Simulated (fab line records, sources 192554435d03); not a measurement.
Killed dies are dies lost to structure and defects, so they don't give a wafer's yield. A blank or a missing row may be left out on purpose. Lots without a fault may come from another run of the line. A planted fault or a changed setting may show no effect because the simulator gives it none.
One fault seen from 3 desks | flow n5_finfet | each desk has only its own numbers; what lay behind them comes last

THE DEFECT DESK
What the inspections along the route counted, lot by lot: means of the sampled wafers that have a number. A lot is out of limits, marked OUT, if its mean lies more than 4 standard deviations from the usual mean; the brackets give that distance.
Columns: A = raw_defect_count at N5_BEOL_M12_INSPECT_30, usual 2.1
lot  | first seen here | A
L737 | day 12 00:03    | 2.3
L739 | day 12 17:47    | 1.0
L748 | day 15 07:23    | 1.0
L751 | day 15 22:47    | 0.5
L753 | day 16 18:58    | 2.7
L755 | day 17 05:05    | 0.7
This desk's finding: nothing out of limits on any of the 6 lots.

THE METROLOGY DESK
What the gauges read, lot by lot, whatever tool the lot ran on: means of the sampled wafers that have a number. A lot is out of limits, marked OUT, if its mean lies more than 4 standard deviations from the usual mean; the brackets give that distance.
Columns: A = cd_nm at N5_BEOL_M12_CD_MEAS_28, usual 159.9 nm; B = M12_OVL at N5_BEOL_M12_OVL_MEAS_29, usual 0 nm
lot  | first seen here | A     | B
L737 | day 12 00:00    | 159.4 | -9
L739 | day 12 17:44    | 161.2 | 8
L748 | day 15 07:20    | 160.3 | 3
L751 | day 15 22:44    | 156.8 | 2
L753 | day 16 18:55    | 159.7 | -2
L755 | day 17 05:02    | 160.1 | 2
This desk's finding: nothing out of limits on any of the 6 lots.

THE TOOL OWNER'S DESK: rie_diel-03
The tool's own readings at N5_BEOL_M12_ETCH_68 (etches SOC in N2/H2, time 285 s): means of the sampled wafers that have a number, for each lot that ran on this tool. A lot is out of limits, marked OUT, if its mean lies more than 4 standard deviations from the usual mean; the brackets give that distance.
Columns: A = chamber_pressure_mTorr at N5_BEOL_M12_ETCH_68, usual 30.000 mTorr; B = drypump_motor_current_A at N5_BEOL_M12_ETCH_68, usual 5.6 A; C = oes_product_au at N5_BEOL_M12_ETCH_68, usual 0.77 a.u.; D = rf_vpp_V at N5_BEOL_M12_ETCH_68, usual 525.1 V; E = showerhead_plenum_p_Torr at N5_BEOL_M12_ETCH_68, usual 2.59 Torr; F = temp_c at N5_BEOL_M12_ETCH_68, usual 40.01 C; G = throttle_valve_pct at N5_BEOL_M12_ETCH_68, usual 17.93 %
lot  | first seen here | A      | B   | C    | D     | E    | F     | G
L737 | day 12 00:16    | 29.995 | 5.3 | 0.75 | 524.7 | 2.54 | 39.92 | 18.01
L739 | day 12 18:20    | 29.983 | 5.7 | 0.80 | 526.3 | 2.64 | 40.04 | 17.88
L748 | day 15 07:48    | 30.018 | 5.8 | 0.79 | 526.1 | 2.62 | 39.93 | 17.93
L751 | day 15 23:01    | 29.982 | 5.8 | 0.81 | 525.9 | 2.63 | 39.97 | 17.90
This desk's finding: nothing out of limits on any of the 4 lots.

PUT TOGETHER
The defect desk saw nothing out of limits.
The metrology desk saw nothing out of limits.
The tool owner's desk saw nothing out of limits.

WHAT THE SIMULATOR HAD PUT IN
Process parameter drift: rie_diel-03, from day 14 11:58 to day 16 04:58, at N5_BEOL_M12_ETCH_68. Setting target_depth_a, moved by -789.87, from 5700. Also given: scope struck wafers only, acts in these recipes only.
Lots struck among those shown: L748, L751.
